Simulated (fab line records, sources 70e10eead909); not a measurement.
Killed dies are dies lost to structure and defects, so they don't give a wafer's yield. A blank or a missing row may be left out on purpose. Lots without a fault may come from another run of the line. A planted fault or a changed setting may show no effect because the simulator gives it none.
fab line records | flow nand_harc
record lots=24 wafers=72 last_day=33
route steps=1302 shown A_SIN_REMOVE@951 A_CONTACT@1003
lots that met no fault: from a run of the same line without faults
start_h: hours from the record's first day to the start of the lot's first wafer shown | wait_h: hours since the lot's step before | " the same as in the row above | L1.1+2: a row that stands for several wafers | - no value, or no start given | * or withheld: withheld | < > ~ a bound
route shown NAME@n: a module of which the file shows steps, and the number in the route of the first | usual: mean/standard deviation of fault-free wafers | same: alike in all rows | chamber/n: place in a boat | sites: the reading at each site | _std_site: their standard deviation | _edge_site: outer sites' mean less inner sites' | radius_mm: how far each site lies from the wafer's centre | mask NAME#n: copy n | behind: the tool/chamber that last shaped the wafer | hold: why the lot was held/for how many hours/how that ended | device: the transistor (n, p or np) that didn't switch | end of line: the same wafers' tests at the end of the route | a step without rows: its recipe alone | killed: dies lost to structure and defects at the first sort, not the wafer's yield | map: a wafer's dies, x killed, . not, _ none there
set.NAME: the setting as run; set.NAME@STEP: as run at that earlier step | model.NAME: the simulator's own value behind a step, which no gauge read
steps of the route over a sample of lots; a table a step, a row a wafer
services: from which hour (start_h, from the record's first day; less than 0 if before it) a tool's chamber was out of use, for how many hours, and why
## steps
# step NHARC_A_SIN_REMOVE_INSPECT_04
# usual raw_defect_count=406/89
# columns lot.wafer tool chamber start_h wait_h raw_defect_count
L074.3 defect_inspect-02 - 458.67 0.0 432
L074.4 " - " " 544
L074.6 " - " " 590
L075.3 defect_inspect-02 - 475.34 0.0 332
L075.4 " - " " 458
L075.5 " - " " 426
L076.4 defect_inspect-01 - 475.35 0.0 324
L076.5 " - " " 444
L076.6 " - " " 398
L077.1 defect_inspect-01 - 481.98 0.0 443
L077.2 " - " " 440
L077.4 " - " " 501
L078.2 defect_inspect-01 - 500.15 0.0 376
L078.4 " - " " 307
L078.6 " - " " 336
L080.1 defect_inspect-02 - 510.07 0.0 321
L080.4 " - " " 328
L080.5 " - " " 352
L079.1 defect_inspect-01 - 510.07 0.0 314
L079.3 " - " " 326
L079.5 " - " " 345
L081.1 defect_inspect-01 - 526.32 0.0 506
L081.2 " - " " 446
L081.4 " - " " 447
L082.1 defect_inspect-01 - 547.45 0.0 442
L082.4 " - " " 511
L082.6 " - " " 497
L084.1 defect_inspect-02 - 554.74 0.0 438
L084.5 " - " " 452
L084.6 " - " " 483
L083.1 defect_inspect-01 - 554.74 0.0 358
L083.4 " - " " 337
L083.6 " - " " 367
L085.1 defect_inspect-02 - 568.37 0.0 366
L085.3 " - " " 360
L085.5 " - " " 362
L086.3 defect_inspect-01 - 568.37 0.0 376
L086.4 " - " " 389
L086.6 " - " " 328
L089.2 defect_inspect-01 - 592.34 0.1 302
L089.3 " - " " 308
L089.5 " - " " 333
L088.2 defect_inspect-02 - 595.81 0.0 399
L088.5 " - " " 379
L088.6 " - " " 583
L087.2 defect_inspect-01 - 595.82 0.0 355
L087.4 " - " " 423
L087.6 " - " " 347
L091.2 defect_inspect-02 - 621.80 0.0 416
L091.3 " - " " 497
L091.5 " - " " 576
L090.1 defect_inspect-02 - 633.95 0.0 349
L090.2 " - " " 397
L090.6 " - " " 405
L092.4 defect_inspect-01 - 651.90 0.0 325
L092.5 " - " " 395
L092.6 " - " " 287
L094.1 defect_inspect-01 - 653.97 0.0 349
L094.3 " - " " 454
L094.4 " - " " 374
L093.4 defect_inspect-01 - 657.21 0.0 317
L093.5 " - " " 265
L093.6 " - " " 319
L096.2 defect_inspect-02 - 669.44 0.0 391
L096.5 " - " " 353
L096.6 " - " " 355
L095.1 defect_inspect-01 - 669.46 0.0 318
L095.2 " - " " 252
L095.6 " - " " 273
L097.1 defect_inspect-01 - 688.53 0.0 436
L097.2 " - " " 359
L097.5 " - " " 336
# step NHARC_A_CONTACT_ETCH_50
# recipe target_depth_a=1210 time_s=60.5 cf4_flow_sccm=100 chf3_flow_sccm=30 ar_flow_sccm=0 rf_w=500 bias_w=200 chemistry=CF4/CHF3
# usual drypump_motor_current_A=5.6/0.49 mfc_ar_sccm=0.014/0.014 oes_product_au=0.939/0.02 rf_fwd_power_W=494.8/2.1 rf_vpp_V=370.6/2.3 showerhead_plenum_p_Torr=1.58/0.066 throttle_valve_pct=16.802/0.01
# columns lot.wafer tool chamber start_h wait_h drypump_motor_current_A mfc_ar_sccm oes_product_au rf_fwd_power_W rf_hours_counter_h rf_vpp_V showerhead_plenum_p_Torr throttle_valve_pct
L074.4 rie_diel-04 0 - - 5.8 0 0.920 493.1 37 370.1 1.57 16.800
L074.3 " 3 " " 5.3 0.023 0.943 496.4 38 370.5 1.61 16.807
L074.6 " 1 " " 4.8 0.024 0.932 492.1 - 368.2 1.50 16.804
L075.3 rie_diel-04 2 - - 5.8 0.014 0.920 492.7 42 374.6 1.66 16.805
L075.4 " 3 " " 5.3 0.023 0.930 497.1 42 372.6 1.61 16.810
L075.5 " 2 " " 5.8 0.014 0.924 493.0 - 371.9 1.67 16.812
L076.4 rie_diel-08 3 - - 5.7 0 0.919 496.9 43 367.8 1.53 16.815
L076.6 " 2 " " 5.5 0.020 0.929 495.5 - 368.5 1.50 16.797
L076.5 " 3 " " 5.7 0 0.919 498.5 - 368.8 1.53 16.781
L077.4 rie_diel-04 1 - - 4.8 0.024 0.939 492.3 43 365.6 1.50 16.808
L077.1 " 2 " " 5.8 0.014 0.928 493.7 44 372.9 1.66 16.803
L077.2 " 0 " " 5.8 0 0.915 494.8 44 369.9 1.57 16.802
L078.4 rie_diel-04 1 - - 4.8 0.024 0.934 493.5 48 366.7 1.49 16.790
L078.2 " 2 " " 5.8 0.014 0.924 495.2 49 373.9 1.66 16.780
L078.6 " 0 " " 5.8 0 0.921 495.6 - 370.9 1.57 16.804
L080.4 rie_diel-08 1 - - 6.0 0.044 0.912 492.2 48 373.3 1.69 16.786
L080.1 " 3 " " 5.7 0 0.914 496.6 51 368.7 1.53 16.798
L080.5 " 2 " " 5.4 0.020 0.926 492.9 - 366.8 1.50 16.805
L079.3 rie_diel-09 1 - - 6.5 0.010 0.967 491.9 6 369.2 1.53 16.782
L079.1 " 3 " " 5.5 0 0.931 492.9 4 372.2 1.62 16.790
L079.5 " 0 " " 6.3 0 0.934 496.7 - 373.6 1.63 16.814
L081.1 rie_diel-09 1 - - 6.6 0.010 0.953 495.4 9 369.3 1.53 16.795
L081.2 " 2 " " 5.1 0.020 0.948 499.4 7 369.4 1.54 16.797
L081.4 " 3 " " 5.4 0 0.954 492.9 7 372.3 1.62 16.801
L082.1 rie_diel-09 0 - - 6.4 0 0.976 499.2 11 372.5 1.62 16.800
L082.4 " 2 " " 5.1 0.020 0.957 497.5 10 370.4 1.54 16.817
L082.6 " 3 " " 5.4 0 0.982 495.3 - 371.7 1.62 16.797
L083.4 rie_diel-09 2 - - 5.1 0.020 0.951 495.7 11 369.0 1.54 16.796
L083.1 " 3 " " 5.4 0 0.963 493.0 11 371.1 1.62 16.819
L083.6 " 3 " " 5.4 0 0.962 495.0 - 372.5 1.62 16.805
L084.1 rie_diel-08 3 - - 5.7 0 0.921 497.4 7 368.6 1.52 16.794
L084.6 " 1 " " 6.0 0.044 0.920 491.1 - 374.7 1.68 16.791
L084.5 " 2 " " 5.4 0.020 0.934 494.1 - 368.0 1.50 16.798
L086.3 rie_diel-08 3 - - 5.7 0 0.960 495.6 12 367.2 1.52 16.803
L086.6 " 3 " " 5.7 0 0.961 494.9 - 370.7 1.52 16.804
L086.4 " 1 " " 6.0 0.044 0.960 491.8 - 373.7 1.68 16.775
L085.1 rie_diel-04 0 - - 5.8 0 0.960 494.0 21 369.3 1.56 16.806
L085.3 " 1 " " 4.8 0.024 0.991 492.4 19 368.8 1.49 16.823
L085.5 " 0 " " 5.8 0 0.967 496.2 - 371.0 1.56 16.801
L089.2 rie_diel-04 1 - - 4.8 0.024 0.936 493.4 25 367.8 1.49 16.812
L089.3 " 2 " " 5.8 0.014 0.915 494.4 23 372.6 1.66 16.804
L089.5 " 1 " " 4.8 0.024 0.931 493.5 - 366.2 1.49 16.782
L087.2 rie_diel-04 0 - - 5.8 0 0.920 495.4 30 369.9 1.56 16.804
L087.4 " 2 " " 5.8 0.014 0.920 494.9 27 373.0 1.65 16.806
L087.6 " 0 " " 5.8 0 0.923 494.5 - 370.8 1.56 16.809
L088.2 rie_diel-09 0 - - 6.4 0 0.971 497.1 18 371.4 1.62 16.804
L088.6 " 3 " " 5.4 0 0.967 494.3 - 370.5 1.62 16.802
L088.5 " 0 " " 6.3 0 0.974 498.9 - 371.5 1.62 16.802
L091.3 rie_diel-09 0 - - 6.4 0 0.940 497.6 21 371.2 1.62 16.793
L091.2 " 1 " " 6.5 0.010 0.957 494.2 21 369.3 1.53 16.802
L091.5 " 3 " " 5.4 0 0.955 494.1 - 372.2 1.62 16.804
L090.1 rie_diel-08 3 - - 5.7 0 0.921 497.6 36 369.8 1.52 16.780
L090.2 " 1 " " 6.0 0.044 0.917 490.6 38 373.8 1.68 16.813
L090.6 " 2 " " 5.4 0.020 0.925 496.6 - 367.3 1.49 16.792
L094.1 rie_diel-08 1 - - 6.0 0.044 0.933 493.0 43 372.1 1.67 16.788
L094.4 " 2 " " 5.4 0.020 0.920 495.0 40 366.9 1.49 16.808
L094.3 " 3 " " 5.7 0 0.935 495.1 41 368.2 1.52 16.793
L092.4 rie_diel-08 3 - - 5.7 0 0.927 493.7 42 368.9 1.52 16.795
L092.6 " 1 " " 6.0 0.044 0.921 491.6 - 373.6 1.67 16.819
L092.5 " 2 " " 5.5 0.020 0.930 496.1 - 367.7 1.49 16.796
L093.4 rie_diel-04 1 - - 4.8 0.024 0.922 490.0 - 365.8 1.48 16.802
L093.6 " 2 " " 5.8 0.014 0.928 497.6 - 373.3 1.65 16.805
L093.5 " 3 " " 5.3 0.023 0.920 495.5 - 370.8 1.60 16.799
L095.1 rie_diel-08 1 - - 6.0 0.044 0.926 491.1 46 373.7 1.67 16.802
L095.2 " 0 " " 5.3 0 0.915 494.4 39 371.4 1.64 16.800
L095.6 " 1 " " 6.0 0.044 0.927 491.7 - 373.3 1.67 16.812
L096.2 rie_diel-04 3 - - 5.3 0.023 0.911 497.7 43 371.5 1.60 16.798
L096.6 " 0 " " 5.8 0 0.919 492.9 - 368.6 1.55 16.807
L096.5 " 1 " " 4.8 0.024 0.928 492.1 - 367.4 1.48 16.799
L097.2 rie_diel-09 2 - - 5.1 0.020 0.977 497.7 6 369.2 1.54 16.803
L097.1 " 0 " " 6.4 0 0.959 496.7 7 372.0 1.62 16.797
L097.5 " 2 " " 5.1 0.020 0.973 497.5 - 369.3 1.54 16.793
# step NHARC_A_CONTACT_ETCH_112
# recipe source_w=withheld pressure_mtorr=20 bias_v=3000 time_s=190 target_depth_a=18500 ar_flow_sccm=withheld c4f8_flow_sccm=withheld o2_flow_sccm=withheld chemistry=C4F8/O2/Ar
# columns lot.wafer tool chamber start_h wait_h rf_hours_counter_h
L074.4 har_cap_etch-01 0 484.38 0.2 -
L074.3 " 1 " " -
L074.6 " 1 " " -
L075.4 har_cap_etch-03 1 503.34 0.2 -
L075.3 " 0 " " -
L075.5 " 0 " " -
L076.4 har_cap_etch-02 1 506.28 0.2 -
L076.5 " 1 " " -
L076.6 " 0 " " -
L077.1 har_cap_etch-03 0 511.21 0.2 42
L077.2 " 1 " " 42
L077.4 " 0 " " -
L078.2 har_cap_etch-02 0 526.34 0.2 91
L078.4 " 1 " " -
L078.6 " 1 " " -
L080.1 har_cap_etch-01 0 535.66 0.2 3
L080.4 " 0 " " -
L080.5 " 1 " " -
L079.1 har_cap_etch-03 0 540.86 0.2 48
L079.3 " 1 " " -
L079.5 " 1 " " -
L081.2 har_cap_etch-03 1 552.24 0.2 50
L081.1 " 0 " " 50
L081.4 " 1 " " -
L082.1 har_cap_etch-01 1 573.84 0.2 9
L082.4 " 1 " " -
L082.6 " 0 " " -
L083.1 har_cap_etch-03 1 580.65 0.2 54
L083.4 " 0 " " -
L083.6 " 0 " " -
L084.1 har_cap_etch-02 1 581.58 0.2 101
L084.5 " 0 " " -
L084.6 " 1 " " -
L086.4 har_cap_etch-01 0 595.74 0.2 -
L086.3 " 1 " " -
L086.6 " 1 " " -
L085.1 har_cap_etch-03 1 598.55 0.2 58
L085.3 " 1 " " -
L085.5 " 1 " " -
L089.2 har_cap_etch-01 1 619.05 0.2 18
L089.3 " 1 " " -
L089.5 " 0 " " -
L087.2 har_cap_etch-03 0 624.61 0.2 63
L087.4 " 0 " " -
L087.6 " 0 " " -
L088.2 har_cap_etch-02 0 626.84 0.2 110
L088.5 " 1 " " -
L088.6 " 0 " " -
L091.2 har_cap_etch-01 1 649.74 0.2 24
L091.3 " 0 " " -
L091.5 " 0 " " -
L090.2 har_cap_etch-02 0 664.32 0.2 115
L090.1 " 1 " " 115
L090.6 " 0 " " -
L094.1 har_cap_etch-02 0 684.79 0.2 118
L094.3 " 1 " " -
L094.4 " 0 " " -
L092.4 har_cap_etch-01 0 685.71 0.2 -
L092.6 " 1 " " -
L092.5 " 0 " " -
L093.4 har_cap_etch-02 0 687.44 0.2 -
L093.6 " 1 " " -
L093.5 " 0 " " -
L095.1 har_cap_etch-01 0 695.50 0.2 29
L095.2 " 1 " " 29
L095.6 " 1 " " -
L096.2 har_cap_etch-02 0 695.72 0.2 122
L096.6 " 0 " " -
L096.5 " 1 " " -
L097.2 har_cap_etch-02 1 717.31 0.2 128
L097.1 " 0 " " 128
L097.5 " 1 " " -
# step NHARC_A_CONTACT_ETCH_118
# recipe source_w=withheld pressure_mtorr=20 bias_v=3000 time_s=190 target_depth_a=18500 ar_flow_sccm=withheld c4f8_flow_sccm=withheld o2_flow_sccm=withheld chemistry=C4F8/O2/Ar
# columns lot.wafer tool chamber start_h wait_h rf_hours_counter_h
L074.4 har_cap_etch-01 0 485.41 0.1 -
L074.3 " 1 " " -
L074.6 " 1 " " -
L075.4 har_cap_etch-03 1 504.71 0.2 -
L075.3 " 0 " " -
L075.5 " 0 " " -
L076.4 har_cap_etch-02 1 507.31 0.1 -
L076.5 " 1 " " -
L076.6 " 0 " " -
L077.1 har_cap_etch-03 0 512.24 0.1 43
L077.2 " 1 " " 43
L077.4 " 0 " " -
L078.2 har_cap_etch-02 0 527.36 0.1 92
L078.4 " 1 " " -
L078.6 " 1 " " -
L080.1 har_cap_etch-01 0 536.68 0.1 4
L080.4 " 0 " " -
L080.5 " 1 " " -
L079.1 har_cap_etch-03 0 541.89 0.1 49
L079.3 " 1 " " -
L079.5 " 1 " " -
L081.2 har_cap_etch-03 1 553.27 0.1 51
L081.1 " 0 " " 51
L081.4 " 1 " " -
L082.1 har_cap_etch-01 1 574.86 0.1 10
L082.4 " 1 " " -
L082.6 " 0 " " -
L083.1 har_cap_etch-03 1 581.67 0.1 55
L083.4 " 0 " " -
L083.6 " 0 " " -
L084.1 har_cap_etch-02 1 582.67 0.2 102
L084.5 " 0 " " -
L084.6 " 1 " " -
L086.4 har_cap_etch-01 0 597.10 0.2 -
L086.3 " 1 " " -
L086.6 " 1 " " -
L085.1 har_cap_etch-03 1 599.58 0.1 59
L085.3 " 1 " " -
L085.5 " 1 " " -
L089.2 har_cap_etch-01 1 620.09 0.1 19
L089.3 " 1 " " -
L089.5 " 0 " " -
L087.2 har_cap_etch-03 0 625.98 0.2 64
L087.4 " 0 " " -
L087.6 " 0 " " -
L088.2 har_cap_etch-02 0 627.87 0.1 111
L088.5 " 1 " " -
L088.6 " 0 " " -
L091.2 har_cap_etch-01 1 650.76 0.1 24
L091.3 " 0 " " -
L091.5 " 0 " " -
L090.2 har_cap_etch-02 0 665.34 0.1 116
L090.1 " 1 " " 116
L090.6 " 0 " " -
L094.1 har_cap_etch-02 0 685.81 0.1 118
L094.3 " 1 " " -
L094.4 " 0 " " -
L092.4 har_cap_etch-01 0 686.73 0.1 -
L092.6 " 1 " " -
L092.5 " 0 " " -
L093.4 har_cap_etch-02 0 688.46 0.1 -
L093.6 " 1 " " -
L093.5 " 0 " " -
L095.1 har_cap_etch-01 0 696.53 0.1 30
L095.2 " 1 " " 30
L095.6 " 1 " " -
L096.2 har_cap_etch-02 0 697.08 0.2 123
L096.6 " 0 " " -
L096.5 " 1 " " -
L097.2 har_cap_etch-02 1 718.33 0.1 129
L097.1 " 0 " " 129
L097.5 " 1 " " -
# step NHARC_A_CONTACT_ETCH_122
# recipe source_w=withheld pressure_mtorr=20 bias_v=3000 time_s=190 target_depth_a=18500 ar_flow_sccm=withheld c4f8_flow_sccm=withheld o2_flow_sccm=withheld chemistry=C4F8/O2/Ar
# columns lot.wafer tool chamber start_h wait_h rf_hours_counter_h
L074.4 har_cap_etch-01 0 486.09 0.1 -
L074.3 " 1 " " -
L074.6 " 1 " " -
L075.4 har_cap_etch-03 1 505.61 0.2 -
L075.3 " 0 " " -
L075.5 " 0 " " -
L076.4 har_cap_etch-02 1 507.99 0.1 -
L076.5 " 1 " " -
L076.6 " 0 " " -
L077.1 har_cap_etch-03 0 513.14 0.2 44
L077.2 " 1 " " 44
L077.4 " 0 " " -
L078.2 har_cap_etch-02 0 528.05 0.1 93
L078.4 " 1 " " -
L078.6 " 1 " " -
L080.1 har_cap_etch-01 0 537.36 0.1 5
L080.4 " 0 " " -
L080.5 " 1 " " -
L079.1 har_cap_etch-03 0 542.57 0.1 49
L079.3 " 1 " " -
L079.5 " 1 " " -
L081.2 har_cap_etch-03 1 553.95 0.1 52
L081.1 " 0 " " 52
L081.4 " 1 " " -
L082.1 har_cap_etch-01 1 575.55 0.1 10
L082.4 " 1 " " -
L082.6 " 0 " " -
L083.1 har_cap_etch-03 1 582.36 0.1 56
L083.4 " 0 " " -
L083.6 " 0 " " -
L084.1 har_cap_etch-02 1 583.58 0.2 103
L084.5 " 0 " " -
L084.6 " 1 " " -
L086.4 har_cap_etch-01 0 598.01 0.2 -
L086.3 " 1 " " -
L086.6 " 1 " " -
L085.1 har_cap_etch-03 1 600.27 0.1 60
L085.3 " 1 " " -
L085.5 " 1 " " -
L089.2 har_cap_etch-01 1 620.77 0.1 20
L089.3 " 1 " " -
L089.5 " 0 " " -
L087.2 har_cap_etch-03 0 626.89 0.2 65
L087.4 " 0 " " -
L087.6 " 0 " " -
L088.2 har_cap_etch-02 0 628.55 0.1 111
L088.5 " 1 " " -
L088.6 " 0 " " -
L091.2 har_cap_etch-01 1 651.44 0.1 25
L091.3 " 0 " " -
L091.5 " 0 " " -
L090.2 har_cap_etch-02 0 666.03 0.1 117
L090.1 " 1 " " 117
L090.6 " 0 " " -
L094.1 har_cap_etch-02 0 686.50 0.1 119
L094.3 " 1 " " -
L094.4 " 0 " " -
L092.4 har_cap_etch-01 0 687.42 0.1 -
L092.6 " 1 " " -
L092.5 " 0 " " -
L093.4 har_cap_etch-02 0 689.14 0.1 -
L093.6 " 1 " " -
L093.5 " 0 " " -
L095.1 har_cap_etch-01 0 697.21 0.1 31
L095.2 " 1 " " 31
L095.6 " 1 " " -
L096.2 har_cap_etch-02 0 698.00 0.2 124
L096.6 " 0 " " -
L096.5 " 1 " " -
L097.2 har_cap_etch-02 1 719.02 0.1 129
L097.1 " 0 " " 129
L097.5 " 1 " " -
# step NHARC_A_CONTACT_ETCH_102
# recipe target_depth_a=1000 overetch_a=100 time_s=55 ion_energy_ev=100 cf4_flow_sccm=80 o2_flow_sccm=20 ar_flow_sccm=0 rf_w=300 bias_w=100 chemistry=CF4/O2
# usual drypump_motor_current_A=5.7/0.49 mfc_ar_sccm=0.012/0.014 oes_product_au=0.998/0.0073 rf_fwd_power_W=296.8/1.4 rf_vpp_V=198.1/1.4 showerhead_plenum_p_Torr=1.34/0.053 throttle_valve_pct=13.398/0.0085
# columns lot.wafer tool chamber start_h wait_h drypump_motor_current_A mfc_ar_sccm oes_product_au rf_fwd_power_W rf_hours_counter_h rf_vpp_V showerhead_plenum_p_Torr throttle_valve_pct
L074.4 rie_diel-09 2 487.69 0.0 5.1 0.020 0.994 296.8 29 197.7 1.31 13.392
L074.3 " 1 " " 6.5 0.010 0.996 295.0 27 196.2 1.30 13.402
L074.6 " 3 " " 5.5 0 1.006 295.7 - 199.7 1.38 13.399
L075.3 rie_diel-08 3 507.45 0.1 5.7 0 0.995 297.5 45 196.7 1.30 13.403
L075.4 " 0 " " 5.3 0 1.009 296.2 42 198.3 1.41 13.405
L075.5 " 1 " " 6.0 0.044 0.990 297.1 - 200.1 1.44 13.411
L076.4 rie_diel-09 2 509.61 0.1 5.1 0.020 0.990 297.8 0 196.0 1.31 13.394
L076.6 " 3 " " 5.5 0 0.986 295.8 - 198.3 1.38 13.399
L076.5 " 0 " " 6.4 0 0.997 298.0 - 200.2 1.38 13.381
L077.1 rie_diel-08 3 515.02 0.1 5.7 0 0.998 299.0 47 196.8 1.30 13.381
L077.2 " 0 " " 5.3 0 1.006 297.9 43 199.1 1.41 13.407
L077.4 " 1 " " 6.0 0.044 0.993 295.8 42 199.5 1.44 13.404
L078.2 rie_diel-08 2 529.70 0.1 5.5 0.020 1.009 295.6 49 196.6 1.27 13.387
L078.4 " 0 " " 5.3 0 1.002 296.3 49 197.9 1.41 13.393
L078.6 " 3 " " 5.7 0 0.992 298.0 - 197.4 1.30 13.388
L080.1 rie_diel-09 1 539.39 0.1 6.5 0.010 0.998 298.3 6 196.6 1.30 13.395
L080.4 " 3 " " 5.4 0 1.002 296.2 4 197.9 1.38 13.395
L080.5 " 1 " " 6.5 0.010 1.003 296.6 - 197.5 1.30 13.389
L079.1 rie_diel-04 0 544.86 0.1 5.8 0 0.998 296.3 1 198.1 1.33 13.399
L079.3 " 2 " " 5.8 0.014 1.009 296.6 - 200.2 1.41 13.409
L079.5 " 2 " " 5.8 0.014 0.994 296.0 - 198.6 1.41 13.401
L081.4 rie_diel-04 3 555.66 0.1 5.2 0.023 0.999 298.5 2 198.0 1.37 13.398
L081.2 " 0 " " 5.8 0 0.991 294.6 6 197.9 1.33 13.411
L081.1 " 2 " " 5.8 0.014 1.001 297.9 5 200.7 1.41 13.401
L082.4 rie_diel-04 1 577.23 0.1 4.8 0.024 1.013 295.5 13 196.7 1.26 13.398
L082.1 " 2 " " 5.8 0.014 1.000 296.7 13 199.0 1.41 13.394
L082.6 " 0 " " 5.8 0 1.000 297.3 - 197.5 1.32 13.393
L083.1 rie_diel-09 3 584.07 0.1 5.4 0 0.999 296.2 12 197.6 1.38 13.402
L083.6 " 2 " " 5.1 0.020 0.999 298.4 - 199.3 1.31 13.384
L083.4 " 3 " " 5.5 0 1.016 296.5 - 198.3 1.38 13.403
L084.1 rie_diel-09 3 585.57 0.1 5.5 0 1.003 295.1 12 199.0 1.38 13.395
L084.6 " 1 " " 6.5 0.010 1.008 296.0 - 197.2 1.30 13.402
L084.5 " 2 " " 5.1 0.020 0.989 297.8 - 196.9 1.31 13.388
L086.4 rie_diel-08 3 599.84 0.1 5.7 0 1.011 299.5 13 198.3 1.29 13.392
L086.3 " 0 " " 5.3 0 0.998 296.6 12 199.6 1.40 13.404
L086.6 " 2 " " 5.4 0.020 0.989 297.1 - 196.6 1.27 13.381
L085.1 rie_diel-09 0 601.90 0.1 6.4 0 0.976 296.8 15 198.5 1.38 13.398
L085.3 " 2 " " 5.1 0.020 0.989 297.7 18 196.6 1.31 13.407
L085.5 " 0 " " 6.4 0 0.993 296.6 - 198.6 1.38 13.380
L089.3 rie_diel-09 3 622.42 0.0 5.4 0 0.998 296.8 20 198.1 1.38 13.394
L089.2 " 1 " " 6.5 0.010 1.000 297.5 18 197.1 1.30 13.403
L089.5 " 0 " " 6.3 0 0.994 296.8 - 199.1 1.38 13.405
L087.4 rie_diel-09 0 628.79 0.1 6.4 0 0.996 298.2 18 199.2 1.38 13.398
L087.2 " 1 " " 6.5 0.010 1.008 296.3 19 198.2 1.30 13.397
L087.6 " 3 " " 5.4 0 0.995 294.4 - 200.0 1.38 13.399
L088.2 rie_diel-09 3 630.18 0.1 5.4 0 0.998 295.7 21 200.6 1.38 13.417
L088.6 " 3 " " 5.5 0 0.993 296.2 - 198.5 1.38 13.394
L088.5 " 0 " " 6.4 0 0.989 298.3 - 199.1 1.38 13.414
L091.2 rie_diel-09 0 653.11 0.1 6.3 0 0.992 299.3 21 198.3 1.38 13.400
L091.3 " 2 " " 5.1 0.020 0.995 299.2 25 197.4 1.31 13.390
L091.5 " 0 " " 6.3 0 1.000 297.9 - 199.1 1.38 13.414
L090.1 rie_diel-08 1 667.69 0.1 6.0 0.044 0.993 294.6 39 200.3 1.42 13.400
L090.2 " 2 " " 5.4 0.020 1.000 296.5 36 196.4 1.26 13.398
L090.6 " 0 " " 5.3 0 1.009 298.2 - 198.4 1.40 13.403
L094.1 rie_diel-04 3 688.19 0.1 5.3 0.023 0.999 296.4 42 197.2 1.36 13.395
L094.3 " 2 " " 5.8 0.014 1.003 294.5 49 198.2 1.40 13.415
L094.4 " 1 " " 4.8 0.024 1.006 294.7 - 195.9 1.25 13.390
L092.4 rie_diel-08 1 689.00 0.1 6.0 0.044 0.991 293.4 45 199.9 1.42 13.394
L092.5 " 2 " " 5.4 0.020 0.999 294.8 - 195.6 1.26 13.404
L092.6 " 3 " " 5.7 0 1.004 299.3 - 197.2 1.28 13.385
L093.4 rie_diel-09 0 690.74 0.1 6.4 0 0.986 297.7 1 199.4 1.38 13.410
L093.6 " 2 " " 5.1 0.020 0.998 298.0 - 196.1 1.31 13.391
L093.5 " 3 " " 5.4 0 0.995 296.0 - 198.6 1.37 13.404
L095.2 rie_diel-08 0 698.87 0.1 5.3 0 0.998 298.1 41 199.9 1.40 13.404
L095.1 " 2 " " 5.5 0.020 1.000 297.0 45 196.4 1.26 13.393
L095.6 " 0 " " 5.3 0 0.996 296.6 - 198.8 1.40 13.410
L096.2 rie_diel-08 2 700.00 0.2 5.4 0.020 0.996 296.3 45 196.8 1.26 13.388
L096.6 " 1 " " 6.0 0.044 0.994 293.6 - 199.8 1.42 13.390
L096.5 " 2 " " 5.4 0.020 0.997 296.3 - 196.5 1.26 13.398
L097.1 rie_diel-09 2 720.68 0.1 5.1 0.020 0.990 298.5 7 195.0 1.30 13.398
L097.2 " 3 " " 5.4 0 1.004 294.7 8 198.2 1.37 13.399
L097.5 " 1 " " 6.5 0.010 0.979 298.2 - 197.5 1.30 13.398
## services
# columns tool chamber start_h hours kind
rie_diel-09 0 476.55 - clean
rie_diel-09 1 476.55 - clean
rie_diel-09 2 476.55 - clean
har_cap_etch-01 - 497.00 17.0 pm
har_cap_etch-01 0 497.00 17.0 vent_cycle
har_cap_etch-01 1 497.00 17.0 vent_cycle
rie_diel-09 2 497.25 9.1 repair
rie_diel-09 - 497.34 9.0 pm
har_cap_etch-01 0 514.00 - clean
har_cap_etch-01 1 514.00 - clean
rie_diel-04 - 533.20 9.0 pm
rie_diel-04 2 556.72 1.8 repair
rie_diel-09 0 581.81 9.6 repair
rie_diel-09 1 587.72 7.1 repair
rie_diel-08 0 589.91 4.2 repair
har_cap_etch-03 - 615.84 2.5 repair
rie_diel-08 0 648.43 6.6 repair
har_cap_etch-03 - 672.17 0.1 repair
har_cap_etch-02 - 672.76 0.7 repair
rie_diel-09 - 674.34 9.0 pm
rie_diel-04 - 682.47 1.1 repair
rie_diel-04 3 695.41 1.6 repair
har_cap_etch-01 - 698.50 0.9 repair
rie_diel-04 - 710.20 9.0 pm
## key
fault none
